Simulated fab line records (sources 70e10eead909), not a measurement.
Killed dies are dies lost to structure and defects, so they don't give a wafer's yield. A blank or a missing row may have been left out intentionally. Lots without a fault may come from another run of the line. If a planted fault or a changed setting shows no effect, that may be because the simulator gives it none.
fab line records	flow nand-harc	part 1 of 2: steps 1 to 27 of 43
[record] lots = 5	wafers = 15	last-day = 24
route steps=1159 shown P_STI@82 P_GATE@110
lots untouched by any fault: they come from a run of this same line in which no faults occurred
start-h: start of the lot's first displayed wafer, in hours after the record's first day	wait-h: hours from the lot's prior step to this one	" as in the row above	L1.1+2: a single row standing in for several wafers	- either no value or no given start	* or withheld: withheld	< > ~ a bound
route shown NAME@n: a module of which the file shows steps, and the number in the route of the first	usual: the fault-free wafers' mean and standard deviation	same: alike in all rows	chamber/n: place in a boat	sites: the reading at each site	_std_site: standard deviation across them	_edge_site: outer sites' mean less inner sites'	radius-mm: for every site, how far away it sits from the centre of the wafer	mask NAME#n: copy n	behind: the last tool/chamber to shape the wafer	hold: what put the lot on hold/how long, in hours/how the hold closed	device: the n, p or np transistor that did not switch	end of line: at the end of the route, the tests of the same wafers	a step given without rows: its recipe and nothing more	killed: the dies lost at the first sort to structure and to defects; this is not the yield of the wafer	map: a wafer's dies, x killed, . not, _ none there
set.NAME: setting as actually run; set.NAME@STEP: the setting as run at that earlier step	model.NAME: the simulator's own value behind a step, which no gauge read
lots seen at some steps along the route; tables by step, rows by wafer
services: the hour from which a tool's chamber was out of use, counted from the record's first day as start-h (under 0 if before that day), plus the number of hours and why
[[steps]]
[step NHARC_P_STI_DEVELOP_08]
[recipe] time-s = 50	dev-temp-c = 22
[usual] developer-temp-C = 21.96/0.1
lot.wafer	tool	chamber	start-h	wait-h	developer-temp-C
L080.4	litho-track-03	0	-	-	22.03
L080.5	"	0	"	"	21.98
L080.6	"	0	"	"	21.89
L086.3	litho-track-07	0	-	-	21.80
L086.4	"	0	"	"	22.00
L086.5	"	0	"	"	21.86
L088.2	litho-track-07	0	-	-	22.13
L088.4	"	0	"	"	22.00
L088.6	"	0	"	"	22.02
L095.2	litho-track-07	0	-	-	22.01
L095.4	"	0	"	"	21.98
L095.6	"	0	"	"	22.02
L097.2	litho-track-03	0	-	-	21.98
L097.3	"	0	"	"	22.00
L097.4	"	0	"	"	22.05
[step NHARC_P_STI_CD_MEAS_09]
[recipe] target-cd-nm = 200	landing-energy-ev = 500
[usual] cd-nm = 200.5/2.5
[same] landing-energy-ev = 500
lot.wafer	tool	chamber	start-h	wait-h	cd-nm
L080.4	cd-sem-01	0	72.96	-	202.3
L080.5	"	0	"	"	199.0
L080.6	"	0	"	"	197.3
L086.3	cd-sem-03	0	106.93	-	203.7
L086.4	"	0	"	"	206.2
L086.5	"	0	"	"	200.7
L088.2	cd-sem-01	0	119.16	-	199.3
L088.4	"	0	"	"	200.5
L088.6	"	0	"	"	198.3
L095.2	cd-sem-02	0	162.18	-	199.9
L095.4	"	0	"	"	197.1
L095.6	"	0	"	"	199.5
L097.2	cd-sem-03	0	170.45	-	196.4
L097.3	"	0	"	"	200.0
L097.4	"	0	"	"	199.8
[step NHARC_P_STI_OVL_MEAS_10]
[usual] overlay-x-nm = 1/7.4	overlay-y-nm = -2/4.9
lot.wafer	tool	chamber	start-h	wait-h	overlay-x-nm	overlay-y-nm
L080.4	overlay-02	-	73.04	-	3	-8
L080.5	"	-	"	"	4	-8
L080.6	"	-	"	"	4	-8
L086.3	overlay-01	-	107.02	-	-6	4
L086.4	"	-	"	"	-6	3
L086.5	"	-	"	"	-6	3
L088.2	overlay-02	-	119.24	-	-4	-8
L088.4	"	-	"	"	-5	-8
L088.6	"	-	"	"	-5	-8
L095.2	overlay-01	-	162.27	-	-14	3
L095.4	"	-	"	"	-14	4
L095.6	"	-	"	"	-13	3
L097.2	overlay-01	-	170.53	-	-5	-2
L097.3	"	-	"	"	-5	-3
L097.4	"	-	"	"	-6	-2
[step NHARC_P_STI_INSPECT_11]
[usual] raw-defect-count = 5.4/2.7
lot.wafer	tool	chamber	start-h	wait-h	raw-defect-count
L080.4	defect-inspect-01	-	73.08	0.0	4
L080.5	"	-	"	"	13
L080.6	"	-	"	"	2
L086.3	defect-inspect-01	-	107.05	0.0	5
L086.4	"	-	"	"	7
L086.5	"	-	"	"	4
L088.2	defect-inspect-02	-	119.28	0.0	5
L088.4	"	-	"	"	4
L088.6	"	-	"	"	6
L095.2	defect-inspect-01	-	162.31	0.0	1
L095.4	"	-	"	"	9
L095.6	"	-	"	"	3
L097.2	defect-inspect-01	-	170.57	0.0	3
L097.3	"	-	"	"	4
L097.4	"	-	"	"	1
[step NHARC_P_STI_HARDBAKE_13]
[recipe] temp-c = 118	time-s = 65
lot.wafer	tool	chamber	start-h	wait-h
L080.4+5+6	litho-track-03	0	73.14	0.1
L086.3+4+5	litho-track-07	0	107.11	0.1
L088.2+4+6	litho-track-07	0	119.34	0.1
L095.2+4+6	litho-track-02	0	162.37	0.1
L097.2+3+4	litho-track-03	0	170.63	0.1
[step NHARC_P_STI_DESCUM_14]
[recipe] time-s = 3	o2-flow-sccm = 200	ar-flow-sccm = 0	bias-power-w = 0	chemistry = O2
[usual] drypump-motor-current-A = 5.6/0.48	oes-product-au = 1.001/0.012	rf-vpp-V = 57.7/0.93	showerhead-plenum-p-Torr = 1.92/0.089	throttle-valve-pct = 11.312/0.0096
[same] bias-power-w = 0
lot.wafer	tool	chamber	start-h	wait-h	drypump-motor-current-A	oes-product-au	rf-hours-counter-h	rf-vpp-V	showerhead-plenum-p-Torr	throttle-valve-pct
L080.4	rie-diel-02	2	73.24	-	5.3	1.015	3.3	57.2	1.88	11.307
L080.5	"	3	"	"	6.7	0.993	-	57.4	2.00	11.322
L080.6	"	0	"	"	5.5	0.982	-	57.3	2.05	11.311
L086.4	rie-diel-10	3	107.20	-	5.4	1.000	2.5	57.5	2.07	11.327
L086.3	"	0	"	"	5.2	0.992	1.5	55.8	1.82	11.322
L086.5	"	2	"	"	5.0	1.020	-	56.9	1.84	11.308
L088.2	rie-diel-10	2	119.42	-	5.0	1.021	2.8	58.0	1.84	11.322
L088.6	"	1	"	"	5.8	0.982	-	55.9	1.96	11.301
L088.4	"	2	"	"	5.0	1.028	-	56.9	1.84	11.313
L095.2	rie-diel-09	0	162.45	-	5.5	1.007	3.4	57.1	1.80	11.315
L095.4	"	1	"	"	5.8	1.009	3.4	57.0	1.93	11.318
L095.6	"	0	"	"	5.5	1.007	-	56.9	1.80	11.300
L097.4	rie-diel-10	3	170.70	-	5.4	0.996	3.9	58.8	2.07	11.304
L097.3	"	0	"	"	5.1	0.996	3.2	57.4	1.82	11.297
L097.2	"	1	"	"	5.8	1.007	4.1	58.2	1.96	11.317
[step NHARC_P_STI_ETCH_42]
[recipe] target-depth-a = 800	overetch-a = 240	time-s = 61	ion-energy-ev = 200	n2-flow-sccm = 150	h2-flow-sccm = 150	ar-flow-sccm = 0	rf-w = 400	bias-w = 150	chemistry = N2/H2
[usual] drypump-motor-current-A = 5.6/0.48	n2-flow-sccm = 149.9/0.48	oes-product-au = 1.001/0.013	rf-vpp-V = 430.7/2.7	showerhead-plenum-p-Torr = 2.05/0.095	throttle-valve-pct = 14.172/0.0092
lot.wafer	tool	chamber	start-h	wait-h	drypump-motor-current-A	n2-flow-sccm	oes-product-au	rf-hours-counter-h	rf-vpp-V	showerhead-plenum-p-Torr	throttle-valve-pct
L080.4	rie-diel-02	0	73.32	0.1	5.5	150.3	0.980	3.3	433.8	2.19	14.169
L080.6	"	1	"	"	5.2	150.0	0.986	-	428.0	1.95	14.176
L080.5	"	2	"	"	5.3	149.5	1.005	-	429.5	2.00	14.172
L086.4	rie-diel-10	2	107.28	0.1	4.9	151.0	1.019	2.5	428.6	1.96	14.181
L086.3	"	3	"	"	5.4	149.9	1.005	2.5	436.2	2.21	14.177
L086.5	"	0	"	"	5.1	149.9	0.988	-	426.8	1.93	14.174
L088.2	rie-diel-10	2	119.52	0.1	5.0	150.6	1.023	2.8	428.7	1.96	14.158
L088.4	"	3	"	"	5.4	149.3	1.007	-	433.7	2.21	14.178
L088.6	"	1	"	"	5.8	150.3	0.990	-	431.9	2.09	14.183
L095.2	rie-diel-09	1	162.54	0.1	5.7	150.3	1.003	3.4	431.4	2.06	14.172
L095.4	"	2	"	"	6.5	149.7	0.983	3.7	430.0	2.01	14.170
L095.6	"	0	"	"	5.5	149.5	1.007	-	426.7	1.92	14.153
L097.4	rie-diel-10	1	170.79	0.1	5.8	150.0	0.998	4.1	431.7	2.09	14.171
L097.3	"	2	"	"	5.0	149.5	1.029	4.3	428.9	1.96	14.174
L097.2	"	3	"	"	5.4	149.7	1.003	3.9	434.9	2.21	14.169
[step NHARC_P_STI_ETCH_31]
[recipe] target-depth-a = 1089	time-s = 54.5	cf4-flow-sccm = 100	chf3-flow-sccm = 30	ar-flow-sccm = 0	rf-w = 500	bias-w = 200	chemistry = CF4/CHF3
[usual] chf3-flow-sccm = 30.01/0.1	drypump-motor-current-A = 5.6/0.47	oes-product-au = 0.961/0.021	rf-vpp-V = 370.8/2.4	showerhead-plenum-p-Torr = 1.58/0.069	throttle-valve-pct = 16.802/0.009
lot.wafer	tool	chamber	start-h	wait-h	chf3-flow-sccm	drypump-motor-current-A	oes-product-au	rf-hours-counter-h	rf-vpp-V	showerhead-plenum-p-Torr	throttle-valve-pct
L080.4	rie-diel-02	3	-	-	30.08	6.7	0.945	3.3	372.9	1.64	16.812
L080.5	"	1	"	"	30.09	5.2	0.967	-	367.8	1.51	16.785
L080.6	"	2	"	"	29.85	5.3	0.986	-	369.1	1.55	16.801
L086.4	rie-diel-10	3	-	-	30.19	5.4	0.957	2.5	373.3	1.69	16.803
L086.3	"	0	"	"	29.96	5.1	0.951	1.5	366.7	1.50	16.798
L086.5	"	1	"	"	29.98	5.8	0.940	-	370.6	1.61	16.797
L088.2	rie-diel-10	2	-	-	30.07	5.0	0.979	2.9	368.8	1.52	16.804
L088.6	"	2	"	"	29.99	5.0	0.980	-	367.4	1.52	16.814
L088.4	"	1	"	"	29.91	5.8	0.961	-	371.9	1.61	16.806
L095.2	rie-diel-09	0	-	-	30.13	5.6	0.968	3.5	367.6	1.49	16.799
L095.4	"	2	"	"	30.15	6.5	0.945	3.7	369.3	1.56	16.812
L095.6	"	0	"	"	29.99	5.6	0.959	-	367.1	1.49	16.803
L097.4	rie-diel-10	2	-	-	29.90	5.0	1.005	4.3	368.5	1.52	16.794
L097.2	"	3	"	"	29.94	5.4	0.962	3.9	373.0	1.69	16.803
L097.3	"	0	"	"	30.11	5.1	0.964	3.3	367.4	1.50	16.823
[step NHARC_P_STI_ETCH_15]
[recipe] target-depth-a = 3000	taper-deg = 4	time-s = 100.1	hbr-flow-sccm = 150	cl2-flow-sccm = 50	rf-w = 400	icp-w = 400	bias-w = 100	chemistry = HBr/Cl2
[usual] drypump-motor-current-A = 5.6/0.5	oes-product-au = 0.999/0.013	throttle-valve-pct = 26.406/0.0091
lot.wafer	tool	chamber	start-h	wait-h	drypump-motor-current-A	oes-product-au	rf-hours-counter-h	throttle-valve-pct
L080.4	rie-si-01	3	73.54	-	5.2	1.001	0.9	26.412
L080.5	"	0	"	"	5.0	1.019	-	26.417
L080.6	"	1	"	"	5.5	0.978	-	26.390
L086.3	rie-si-03	2	107.46	-	5.8	1.007	0.9	26.418
L086.4	"	3	"	"	5.8	0.993	0.8	26.408
L086.5	"	2	"	"	5.8	1.000	-	26.411
L088.2	rie-si-01	3	119.73	-	5.2	0.999	1.3	26.414
L088.4	"	2	"	"	6.7	1.012	1.2	26.405
L088.6	"	3	"	"	5.2	1.002	-	26.421
L095.4	rie-si-05	1	162.75	-	5.1	1.004	0.7	26.409
L095.2	"	2	"	"	5.8	1.008	0.6	26.412
L095.6	"	0	"	"	5.4	0.999	-	26.406
L097.2	rie-si-05	3	170.99	-	6.0	0.969	0.6	26.417
L097.4	"	0	"	"	5.4	0.984	0.7	26.410
L097.3	"	1	"	"	5.1	1.002	0.8	26.412
[step NHARC_P_STI_CD_MEAS_16]
[usual] cd-nm = 200.1/3
lot.wafer	tool	chamber	start-h	wait-h	cd-nm
L080.4	cd-sem-01	-	73.66	-	199.7
L080.5	"	-	"	"	198.5
L080.6	"	-	"	"	197.5
L086.3	cd-sem-01	-	107.64	-	202.6
L086.4	"	-	"	"	205.8
L086.5	"	-	"	"	203.2
L088.2	cd-sem-03	-	119.89	-	199.7
L088.4	"	-	"	"	204.5
L088.6	"	-	"	"	198.7
L095.2	cd-sem-01	-	162.88	-	200.8
L095.4	"	-	"	"	196.0
L095.6	"	-	"	"	198.4
L097.2	cd-sem-02	-	171.15	-	196.5
L097.3	"	-	"	"	198.8
L097.4	"	-	"	"	198.6
[step NHARC_P_STI_OCD_MEAS_17]
[usual] trench-depth-nm = 300/6	trench-foot-cd-nm = 158.6/2.7
lot.wafer	tool	chamber	start-h	wait-h	trench-depth-nm	trench-foot-cd-nm
L080.4	ocd-02	-	73.74	0.1	299	160.5
L080.5	"	-	"	"	311	155.3
L080.6	"	-	"	"	290	157.1
L086.3	ocd-01	-	107.73	0.1	304	161.1
L086.4	"	-	"	"	297	164.6
L086.5	"	-	"	"	302	158.6
L088.2	ocd-01	-	119.98	0.1	300	157.3
L088.4	"	-	"	"	301	158.3
L088.6	"	-	"	"	299	156.0
L095.2	ocd-01	-	162.97	0.1	302	157.5
L095.4	"	-	"	"	304	154.8
L095.6	"	-	"	"	297	157.8
L097.2	ocd-01	-	171.23	0.1	289	156.6
L097.3	"	-	"	"	302	157.7
L097.4	"	-	"	"	294	158.8
[step NHARC_P_STI_STRIP_19]
[recipe] time-s = 900	temp-c = 130	chemistry = SPM
lot.wafer	tool	chamber	start-h	wait-h
L080.6+4+5	wet-bench-04	6,7,2	73.79	0.0
L086.4+5+3	wet-bench-07	6,0,1	107.78	0.0
L088.2+4+6	wet-bench-02	0,1,2	120.05	0.1
L095.4+6+2	wet-bench-02	3,5,7	163.04	0.1
L097.2+4+3	wet-bench-04	2,4,6	171.29	0.1
[step NHARC_P_STI_PRECLEAN_32]
[recipe] time-s = *	temp-c = 50	bath-age-min = 0	chemistry = SC1
lot.wafer	tool	chamber	start-h	wait-h
L080.6+4+5	wet-bench-04	6,7,2	-	-
L086.4+5+3	wet-bench-07	6,0,1	-	-
L088.2+4+6	wet-bench-02	0,1,2	-	-
L095.4+6+2	wet-bench-02	3,5,7	-	-
L097.2+4+3	wet-bench-04	2,4,6	-	-
[step NHARC_P_STI_SRD_23]
lot.wafer	tool	chamber	start-h	wait-h
L080.6+4+5	wet-bench-04	6,7,2	-	-
L086.4+5+3	wet-bench-07	6,0,1	-	-
L088.2+4+6	wet-bench-02	0,1,2	-	-
L095.4+6+2	wet-bench-02	3,5,7	-	-
L097.2+4+3	wet-bench-04	2,4,6	-	-
[step NHARC_P_STI_OCD_MEAS_43]
[usual] trench-depth-nm = 300/5.9	trench-foot-cd-nm = 158.5/2.6
lot.wafer	tool	chamber	start-h	wait-h	trench-depth-nm	trench-foot-cd-nm
L080.4	ocd-01	-	74.26	-	299	160.0
L080.5	"	-	"	"	310	155.0
L080.6	"	-	"	"	289	156.3
L086.3	ocd-02	-	108.24	-	304	161.2
L086.4	"	-	"	"	297	164.4
L086.5	"	-	"	"	302	158.7
L088.2	ocd-02	-	120.48	-	300	157.0
L088.4	"	-	"	"	301	159.2
L088.6	"	-	"	"	300	156.6
L095.2	ocd-02	-	163.49	-	302	158.3
L095.4	"	-	"	"	303	154.7
L095.6	"	-	"	"	297	157.7
L097.2	ocd-01	-	171.74	-	289	155.9
L097.3	"	-	"	"	301	157.4
L097.4	"	-	"	"	294	158.4
[step NHARC_P_STI_OXIDE_33]
[recipe] target-thk-a = 100	temp-c = 1000	ox-time-s = 281	material = SiO2
[usual] spike-tc-top-C = 1010.8/1.5	zone-power-lower-pct = 22.8/2.4
lot.wafer	tool	chamber	start-h	wait-h	spike-tc-top-C	zone-power-lower-pct
L080.4	furnace-03	0	79.43	5.2	1010.3	24.5
L080.5	"	0	"	"	1008.9	24.1
L080.6	"	0	"	"	1010.3	24.3
L086.3	furnace-03	0	111.94	3.7	1010.9	24.6
L086.4	"	0	"	"	1010.7	24.1
L086.5	"	0	"	"	1008.4	24.5
L088.2	furnace-04	0	124.73	4.2	1011.7	20.2
L088.4	"	0	"	"	1010.0	19.8
L088.6	"	0	"	"	1008.7	20.1
L095.2	furnace-04	0	167.13	3.6	1009.2	19.9
L095.4	"	0	"	"	1009.3	20.1
L095.6	"	0	"	"	1010.3	20.2
L097.2	furnace-04	0	175.98	4.2	1009.8	20.0
L097.3	"	0	"	"	1011.0	20.2
L097.4	"	0	"	"	1010.0	19.8
[step NHARC_P_STI_HDPCVD_20]
[recipe] target-thk-a = withheld	sigma-open-frac = withheld	material = SiO2
lot.wafer	tool	chamber	start-h	wait-h
L080.4+6+5	hdpcvd-01	1,0,1	84.39	0.6
L086.3+4+5	hdpcvd-01	1,0,1	124.16	7.8
L088.2+4+6	hdpcvd-01	0	129.45	0.4
L095.2+4+6	hdpcvd-01	0,1,0	171.81	0.4
L097.2+3+4	hdpcvd-01	0,1,0	180.77	0.5
[step NHARC_P_STI_ANNEAL_34]
[recipe] temp-c = 1000	time-s = 1800
[usual] spike-tc-top-C = 1011.0/1.6	zone-power-lower-pct = 22.7/2.6
lot.wafer	tool	chamber	start-h	wait-h	spike-tc-top-C	zone-power-lower-pct
L080.4	furnace-05	0	88.93	4.5	1012.7	26.2
L080.5	"	0	"	"	1013.5	26.0
L080.6	"	0	"	"	1013.1	25.7
L086.3	furnace-03	0	128.26	4.0	1010.6	24.3
L086.4	"	0	"	"	1008.5	24.4
L086.5	"	0	"	"	1008.9	24.0
L088.2	furnace-04	0	133.65	4.1	1011.3	19.8
L088.4	"	0	"	"	1009.2	20.2
L088.6	"	0	"	"	1010.9	20.3
L095.2	furnace-05	0	177.33	5.4	1014.3	26.1
L095.4	"	0	"	"	1014.2	25.6
L095.6	"	0	"	"	1011.9	25.6
L097.2	furnace-05	0	185.42	4.6	1011.7	26.2
L097.3	"	0	"	"	1013.6	26.1
L097.4	"	0	"	"	1014.3	26.0
[step NHARC_P_STI_CMP_21]
[recipe] t-overpolish-s = 20	target-thk-nm = 380.67
[usual] motor-current-A = 12.6/1.1	overpolish-run-s = 20.001/0.0098	slurry-flow-ml-min = 150.0/0.48
lot.wafer	tool	chamber	start-h	wait-h	motor-current-A	overpolish-run-s	slurry-flow-ml-min
L080.4	cmp-02	3	93.88	0.4	13.5	20.013	149.5
L080.5	"	2	"	"	12.2	19.991	149.5
L080.6	"	3	"	"	13.5	19.998	149.5
L086.3	cmp-03	3	133.14	0.4	10.1	20.002	150.2
L086.4	"	0	"	"	13.4	19.997	150.1
L086.5	"	3	"	"	10.3	20.015	150.7
L088.2	cmp-03	0	138.47	0.4	13.1	20.004	149.3
L088.4	"	1	"	"	13.7	19.997	149.4
L088.6	"	1	"	"	13.3	20.003	150.0
L095.4	cmp-02	1	182.28	0.4	12.0	20.012	149.8
L095.2	"	2	"	"	12.4	20.007	149.5
L095.6	"	2	"	"	12.1	20.018	149.9
L097.2	cmp-01	3	190.29	0.4	13.9	20.018	149.8
L097.4	"	0	"	"	12.9	19.992	150.0
L097.3	"	1	"	"	14.5	19.987	149.9
[step NHARC_P_STI_SRD_35]
lot.wafer	tool	chamber	start-h	wait-h
L080.6+5+4	wet-bench-02	6,0,1	94.16	0.0
L086.5+3+4	wet-bench-04	6,7,0	133.45	0.0
L088.4+6+2	wet-bench-02	5,7,0	138.78	0.0
L095.6+2+4	wet-bench-07	2,3,5	182.60	0.1
L097.3+4+2	wet-bench-02	1,3,4	190.60	0.0
[step NHARC_P_STI_ETCH_36]
[recipe] target-depth-a = 388	chemistry = dHF	material = SiO2
lot.wafer	tool	chamber	start-h	wait-h
L080.6+5+4	wet-bench-02	6,0,1	94.18	0.0
L086.5+3+4	wet-bench-04	6,7,0	133.48	0.0
L088.4+6+2	wet-bench-02	5,7,0	138.80	0.0
L095.6+2+4	wet-bench-07	2,3,5	182.62	0.0
L097.3+4+2	wet-bench-02	1,3,4	190.62	0.0
[step NHARC_P_STI_STRIP_24]
[recipe] temp-c = 160	chemistry = H3PO4	material = Si3N4
lot.wafer	tool	chamber	start-h	wait-h
L080.6+5+4	wet-bench-02	6,0,1	94.20	0.0
L086.5+3+4	wet-bench-04	6,7,0	133.50	0.0
L088.4+6+2	wet-bench-02	5,7,0	138.81	0.0
L095.6+2+4	wet-bench-07	2,3,5	182.64	0.0
L097.3+4+2	wet-bench-02	1,3,4	190.64	0.0
[step NHARC_P_STI_ETCH_37]
[recipe] target-depth-a = 110	chemistry = dHF	material = SiO2
lot.wafer	tool	chamber	start-h	wait-h
L080.6+5+4	wet-bench-02	6,0,1	-	-
L086.5+3+4	wet-bench-04	6,7,0	-	-
L088.4+6+2	wet-bench-02	5,7,0	-	-
L095.6+2+4	wet-bench-07	2,3,5	-	-
L097.3+4+2	wet-bench-02	1,3,4	-	-
[step NHARC_P_STI_PRECLEAN_38]
[recipe] time-s = *	temp-c = 50	bath-age-min = 0	chemistry = SC1
lot.wafer	tool	chamber	start-h	wait-h
L080.6+5+4	wet-bench-02	6,0,1	-	-
L086.5+3+4	wet-bench-04	6,7,0	-	-
L088.4+6+2	wet-bench-02	5,7,0	-	-
L095.6+2+4	wet-bench-07	2,3,5	-	-
L097.3+4+2	wet-bench-02	1,3,4	-	-
[step NHARC_P_STI_SRD_39]
lot.wafer	tool	chamber	start-h	wait-h
L080.6+5+4	wet-bench-02	6,0,1	-	-
L086.5+3+4	wet-bench-04	6,7,0	-	-
L088.4+6+2	wet-bench-02	5,7,0	-	-
L095.6+2+4	wet-bench-07	2,3,5	-	-
L097.3+4+2	wet-bench-02	1,3,4	-	-
[step NHARC_P_STI_OXIDE_40]
[recipe] target-thk-a = 100	temp-c = 900	ox-time-s = 1362	material = SiO2
[usual] spike-tc-top-C = 912.1/1.5	zone-power-lower-pct = 18.3/1.8
lot.wafer	tool	chamber	start-h	wait-h	spike-tc-top-C	zone-power-lower-pct
L080.4	furnace-03	0	99.10	-	911.3	19.0
L080.5	"	0	"	"	913.0	19.5
L080.6	"	0	"	"	910.6	19.3
L086.3	furnace-04	0	138.10	-	913.1	16.0
L086.4	"	0	"	"	912.4	16.2
L086.5	"	0	"	"	909.9	15.7
L088.2	furnace-04	0	142.82	-	911.3	15.8
L088.4	"	0	"	"	911.1	15.6
L088.6	"	0	"	"	910.4	15.8
L095.2	furnace-03	0	189.97	-	910.2	19.3
L095.4	"	0	"	"	911.7	19.4
L095.6	"	0	"	"	911.8	19.4
L097.2	furnace-04	0	194.64	-	911.9	16.0
L097.3	"	0	"	"	911.3	15.9
L097.4	"	0	"	"	912.4	15.6
[step NHARC_P_STI_INSPECT_25]
[usual] raw-defect-count = 196/63
lot.wafer	tool	chamber	start-h	wait-h	raw-defect-count
L080.4	defect-inspect-02	-	103.26	0.4	165
L080.5	"	-	"	"	136
L080.6	"	-	"	"	119
L086.3	defect-inspect-02	-	142.15	0.4	152
L086.4	"	-	"	"	185
L086.5	"	-	"	"	234
L088.2	defect-inspect-02	-	146.90	0.4	146
L088.4	"	-	"	"	147
L088.6	"	-	"	"	203
L095.2	defect-inspect-01	-	194.06	0.4	169
L095.4	"	-	"	"	221
L095.6	"	-	"	"	330
L097.2	defect-inspect-01	-	198.68	0.4	269
L097.3	"	-	"	"	162
L097.4	"	-	"	"	121
